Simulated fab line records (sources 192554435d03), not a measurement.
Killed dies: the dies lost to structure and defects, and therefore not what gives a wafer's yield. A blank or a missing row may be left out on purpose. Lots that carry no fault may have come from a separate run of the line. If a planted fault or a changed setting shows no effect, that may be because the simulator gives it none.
Which tool did it?	flow n5Finfet	10 lots, 28 wafers sampled, at 3 steps of a route of 1938

WHAT EACH GAUGE READ, for each wafer
N5_BEOL_M4_RC_MEAS_101.
lot	measured	on	REXT_P (ohm.um)
L171	day 8 22:50	prober-01	94.2 93.8 95.0
L172	day 8 20:34	prober-02	101.5 101.0 102.9
L174	day 9 19:53	prober-02	102.0 101.4 101.6
L176	day 9 12:34	prober-01	99.6 99.3 99.2
L177	day 10 17:13	prober-01	98.2 96.8 98.4
L179	day 10 17:46	prober-02	117.3 102.0
L180	day 10 21:43	prober-01	116.8 101.2
L182	day 10 21:02	prober-02	117.8 115.5 102.0
L192	day 13 14:30	prober-02	99.0 98.0 100.0
L194	day 15 19:44	prober-01	98.9 100.0 99.6

WHAT TOOL EACH LOT RAN ON (gives the tool, then ch and the chambers of the sampled wafers, and finally the start)
lot	N5_SD_EPI_P_ETCH_47	N5_BEOL_M4_SPUTTER_92
L171	rieDiel-03 ch 0,2,3, day 3 05:35	pvdSputter-03, day 8 20:25
L172	rieDiel-05 ch 0,2, day 3 12:50	pvdSputter-01, day 8 18:46
L174	rieDiel-03 ch 0,2, day 3 23:25	pvdSputter-01, day 9 18:11
L176	rieDiel-03 ch 2,3, day 4 12:17	pvdSputter-03, day 9 10:58
L177	rieDiel-03 ch 0,2,3, day 4 22:38	pvdSputter-03, day 10 15:19
L179	rieDiel-03 ch 0,1, day 5 09:21	pvdSputter-02, day 10 15:28
L180	rieDiel-03 ch 1, day 5 10:26	pvdSputter-02, day 10 19:36
L182	rieDiel-03 ch 0,2,3, day 5 23:50	pvdSputter-03, day 10 19:29
L192	rieDiel-03 ch 1,3, day 8 10:37	pvdSputter-03, day 13 12:48
L194	rieDiel-03 ch 1,2,3, day 9 01:25	pvdSputter-01, day 15 18:11
- N5_SD_EPI_P_ETCH_47: etches SiOCN in CH3F/O2, target depth 25 nm.
- N5_BEOL_M4_SPUTTER_92: material Cu, target thk 4.5 nm, time 8.29 s.

THE ANSWER, worked out from the rows above alone
Rule: the usual values come from the lots themselves. Put in order of their means at a reading, lots are off if they are a third of the lots or fewer, leave a main group of 4 or more, and stand apart from it by a gap of 3 or more times the standard deviation of the main group's means; of several such gaps the widest counts. If all means in a main group match to the digits the tables above print for the reading, that group is not used. A lot without any number at a reading at which 4 lots or more have one is off too. All remaining lots with rows at the step are treated as sound.
Off: at N5_BEOL_M4_RC_MEAS_101 (REXT_P), L179, L180, L182. The main group: mean 99.1 ohm.um, standard deviation 2.3.
If a tool, at a process step before that reading, ran all the lots that are off and no sound lot after the first of them, it fits. Those tools and the gauges at N5_BEOL_M4_RC_MEAS_101 are tried in the same way. Of those tried, none fits.

WHAT THE SIMULATOR HAD INSERTED
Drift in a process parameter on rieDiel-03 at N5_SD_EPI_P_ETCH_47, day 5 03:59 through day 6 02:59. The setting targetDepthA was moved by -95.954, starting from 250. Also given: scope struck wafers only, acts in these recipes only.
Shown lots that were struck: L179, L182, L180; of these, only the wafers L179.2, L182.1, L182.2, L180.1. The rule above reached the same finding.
